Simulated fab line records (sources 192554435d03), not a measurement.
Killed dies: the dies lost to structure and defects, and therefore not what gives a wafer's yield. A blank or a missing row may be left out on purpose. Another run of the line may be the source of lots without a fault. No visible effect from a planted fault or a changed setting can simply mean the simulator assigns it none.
Split-lot study || flow n5_finfet || 39 wafers read across 7 lots, on a route 1938 steps long

== ON THE SPLIT ==
At N5_FIN_CUT_EXPOSE_05 (exposes mask FIN CUT), the setting dose_mj was moved away from the recipe's 45.75 on 15 of the 39 wafers read, by -6.8% to +7.3%. The other wafers ran this setting at the recipe's value.

== FROM THE SPLIT TO THE READING: what the file shows between them, 2 steps ==
- N5_FIN_CUT_PEB_06: peb time 60 s
- N5_FIN_CUT_DEVELOP_07: develop time 30 s

== THE READING ==
cd_nm (nm) at N5_FIN_CUT_CD_MEAS_08, where the cd target is 29.1 nm. Fault-free wafers of this fab line usually give 29.04 nm, standard deviation 0.25 nm.

{"wafer": "L076.1", "tool, chamber at the split": "euv_scanner-01, 0", "dose_mj as run": 45.75, "against the recipe": "recipe", "cd_nm, nm": 29.42, "against lot-mates on the recipe": "-"}
{"wafer": "L076.2", "tool, chamber at the split": "euv_scanner-01, 0", "dose_mj as run": 45.75, "against the recipe": "recipe", "cd_nm, nm": 29.28, "against lot-mates on the recipe": "-"}
{"wafer": "L076.3", "tool, chamber at the split": "euv_scanner-01, 0", "dose_mj as run": 45.75, "against the recipe": "recipe", "cd_nm, nm": 29.12, "against lot-mates on the recipe": "-"}
{"wafer": "L076.4", "tool, chamber at the split": "euv_scanner-01, 0", "dose_mj as run": 43.92, "against the recipe": "-4.0%", "cd_nm, nm": 28.53, "against lot-mates on the recipe": -0.74}
{"wafer": "L076.5", "tool, chamber at the split": "euv_scanner-01, 0", "dose_mj as run": 43.92, "against the recipe": "-4.0%", "cd_nm, nm": 28.65, "against lot-mates on the recipe": -0.62}
{"wafer": "L076.6", "tool, chamber at the split": "euv_scanner-01, 0", "dose_mj as run": 43.92, "against the recipe": "-4.0%", "cd_nm, nm": 28.61, "against lot-mates on the recipe": -0.66}
{"wafer": "L078.1", "tool, chamber at the split": "euv_scanner-01, 0", "dose_mj as run": 42.62, "against the recipe": "-6.8%", "cd_nm, nm": 27.85, "against lot-mates on the recipe": -1.15}
{"wafer": "L078.2", "tool, chamber at the split": "euv_scanner-01, 0", "dose_mj as run": 45.75, "against the recipe": "recipe", "cd_nm, nm": 29.40, "against lot-mates on the recipe": "-"}
{"wafer": "L078.3", "tool, chamber at the split": "euv_scanner-01, 0", "dose_mj as run": 45.75, "against the recipe": "recipe", "cd_nm, nm": 28.75, "against lot-mates on the recipe": "-"}
{"wafer": "L078.4", "tool, chamber at the split": "euv_scanner-01, 0", "dose_mj as run": 42.62, "against the recipe": "-6.8%", "cd_nm, nm": 27.95, "against lot-mates on the recipe": -1.05}
{"wafer": "L078.5", "tool, chamber at the split": "euv_scanner-01, 0", "dose_mj as run": 45.75, "against the recipe": "recipe", "cd_nm, nm": 28.85, "against lot-mates on the recipe": "-"}
{"wafer": "L078.6", "tool, chamber at the split": "euv_scanner-01, 0", "dose_mj as run": 42.62, "against the recipe": "-6.8%", "cd_nm, nm": 27.65, "against lot-mates on the recipe": -1.35}
{"wafer": "L079.1", "tool, chamber at the split": "euv_scanner-02, 0", "dose_mj as run": 45.75, "against the recipe": "recipe", "cd_nm, nm": 28.96, "against lot-mates on the recipe": "-"}
{"wafer": "L079.2", "tool, chamber at the split": "euv_scanner-02, 0", "dose_mj as run": 45.75, "against the recipe": "recipe", "cd_nm, nm": 29.00, "against lot-mates on the recipe": "-"}
{"wafer": "L079.3", "tool, chamber at the split": "euv_scanner-02, 0", "dose_mj as run": 48.42, "against the recipe": "+5.8%", "cd_nm, nm": 30.09, "against lot-mates on the recipe": "+0.95"}
{"wafer": "L079.4", "tool, chamber at the split": "euv_scanner-02, 0", "dose_mj as run": 45.75, "against the recipe": "recipe", "cd_nm, nm": 29.45, "against lot-mates on the recipe": "-"}
{"wafer": "L079.5", "tool, chamber at the split": "euv_scanner-02, 0", "dose_mj as run": 48.42, "against the recipe": "+5.8%", "cd_nm, nm": 29.85, "against lot-mates on the recipe": "+0.71"}
{"wafer": "L079.6", "tool, chamber at the split": "euv_scanner-02, 0", "dose_mj as run": 48.42, "against the recipe": "+5.8%", "cd_nm, nm": 30.35, "against lot-mates on the recipe": "+1.21"}
{"wafer": "L080.1", "tool, chamber at the split": "euv_scanner-01, 0", "dose_mj as run": 45.75, "against the recipe": "recipe", "cd_nm, nm": 29.23, "against lot-mates on the recipe": "-"}
{"wafer": "L080.2", "tool, chamber at the split": "euv_scanner-01, 0", "dose_mj as run": 49.1, "against the recipe": "+7.3%", "cd_nm, nm": 30.17, "against lot-mates on the recipe": "+0.96"}
{"wafer": "L080.3", "tool, chamber at the split": "euv_scanner-01, 0", "dose_mj as run": 49.1, "against the recipe": "+7.3%", "cd_nm, nm": 30.43, "against lot-mates on the recipe": "+1.22"}
{"wafer": "L080.4", "tool, chamber at the split": "euv_scanner-01, 0", "dose_mj as run": 49.1, "against the recipe": "+7.3%", "cd_nm, nm": 30.90, "against lot-mates on the recipe": "+1.69"}
{"wafer": "L080.5", "tool, chamber at the split": "euv_scanner-01, 0", "dose_mj as run": 45.75, "against the recipe": "recipe", "cd_nm, nm": 29.23, "against lot-mates on the recipe": "-"}
{"wafer": "L080.6", "tool, chamber at the split": "euv_scanner-01, 0", "dose_mj as run": 45.75, "against the recipe": "recipe", "cd_nm, nm": 29.17, "against lot-mates on the recipe": "-"}
{"wafer": "L081.3", "tool, chamber at the split": "euv_scanner-02, 0", "dose_mj as run": 45.75, "against the recipe": "recipe", "cd_nm, nm": 29.29, "against lot-mates on the recipe": "-"}
{"wafer": "L081.4", "tool, chamber at the split": "euv_scanner-02, 0", "dose_mj as run": 45.75, "against the recipe": "recipe", "cd_nm, nm": 29.29, "against lot-mates on the recipe": "-"}
{"wafer": "L081.5", "tool, chamber at the split": "euv_scanner-02, 0", "dose_mj as run": 45.75, "against the recipe": "recipe", "cd_nm, nm": 29.61, "against lot-mates on the recipe": "-"}
{"wafer": "L084.1", "tool, chamber at the split": "euv_scanner-01, 0", "dose_mj as run": 45.75, "against the recipe": "recipe", "cd_nm, nm": 28.85, "against lot-mates on the recipe": "-"}
{"wafer": "L084.2", "tool, chamber at the split": "euv_scanner-01, 0", "dose_mj as run": 45.75, "against the recipe": "recipe", "cd_nm, nm": 29.18, "against lot-mates on the recipe": "-"}
{"wafer": "L084.3", "tool, chamber at the split": "euv_scanner-01, 0", "dose_mj as run": 45.75, "against the recipe": "recipe", "cd_nm, nm": 28.96, "against lot-mates on the recipe": "-"}
{"wafer": "L084.4", "tool, chamber at the split": "euv_scanner-01, 0", "dose_mj as run": 45.75, "against the recipe": "recipe", "cd_nm, nm": 29.34, "against lot-mates on the recipe": "-"}
{"wafer": "L084.5", "tool, chamber at the split": "euv_scanner-01, 0", "dose_mj as run": 45.75, "against the recipe": "recipe", "cd_nm, nm": 29.35, "against lot-mates on the recipe": "-"}
{"wafer": "L084.6", "tool, chamber at the split": "euv_scanner-01, 0", "dose_mj as run": 45.75, "against the recipe": "recipe", "cd_nm, nm": 28.58, "against lot-mates on the recipe": "-"}
{"wafer": "L088.1", "tool, chamber at the split": "euv_scanner-02, 0", "dose_mj as run": 42.95, "against the recipe": "-6.1%", "cd_nm, nm": 28.03, "against lot-mates on the recipe": -1.01}
{"wafer": "L088.2", "tool, chamber at the split": "euv_scanner-02, 0", "dose_mj as run": 45.75, "against the recipe": "recipe", "cd_nm, nm": 28.91, "against lot-mates on the recipe": "-"}
{"wafer": "L088.3", "tool, chamber at the split": "euv_scanner-02, 0", "dose_mj as run": 45.75, "against the recipe": "recipe", "cd_nm, nm": 29.19, "against lot-mates on the recipe": "-"}
{"wafer": "L088.4", "tool, chamber at the split": "euv_scanner-02, 0", "dose_mj as run": 45.75, "against the recipe": "recipe", "cd_nm, nm": 29.01, "against lot-mates on the recipe": "-"}
{"wafer": "L088.5", "tool, chamber at the split": "euv_scanner-02, 0", "dose_mj as run": 42.95, "against the recipe": "-6.1%", "cd_nm, nm": 28.32, "against lot-mates on the recipe": -0.72}
{"wafer": "L088.6", "tool, chamber at the split": "euv_scanner-02, 0", "dose_mj as run": 42.95, "against the recipe": "-6.1%", "cd_nm, nm": 28.06, "against lot-mates on the recipe": -0.98}

THE FIT
A straight line over all 39 wafers: cd_nm changes by +0.175 nm for each +1% of dose_mj; r = +0.94; the points scatter about the line by 0.24 nm.
The same after taking each lot's own level away (the mean of its wafers on the recipe; 39 wafers): +0.167 nm for each +1%; r = +0.95; scatter 0.21 nm.
On that fit, the largest move of dose_mj shifts the reading by 1.2 nm.
Measured against the standard deviation above, the lots' own levels, which go from 29.000 to 29.397 nm, span 1.6 times it.
The two slopes are in agreement: the lot-to-lot level therefore moves the slope only a little.
Check: +1.27 nm against its lot-mates is what the line predicts for one of the wafers moved furthest among these (+7.3%) when that wafer is left out of the fit. It came out at +0.96 nm against them.

== THE WHOLE CHAIN: every reading that the file lists as answering this split, in the file's order ==
{"step": "N5_FIN_CUT_CD_MEAS_08", "what it does": "target cd 29.1 nm", "reading": "cd_nm", "change (the file's fit)": "+0.167 nm for each +1% of the setting", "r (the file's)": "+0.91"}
{"step": "N5_FIN_CUT_ETCH_30", "what it does": "etches underlayer in N2/H2, target depth 13 nm, time 10.4 s", "reading": "FIN_CUT.cd_offset_nm (the simulator's own value, which no gauge read)", "change (the file's fit)": "+0.181 nm for each +1% of the setting", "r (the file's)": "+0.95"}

== THE FILE'S OWN FIT ==
cd_nm changes by +0.167 nm for each +1% of dose_mj, r = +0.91.
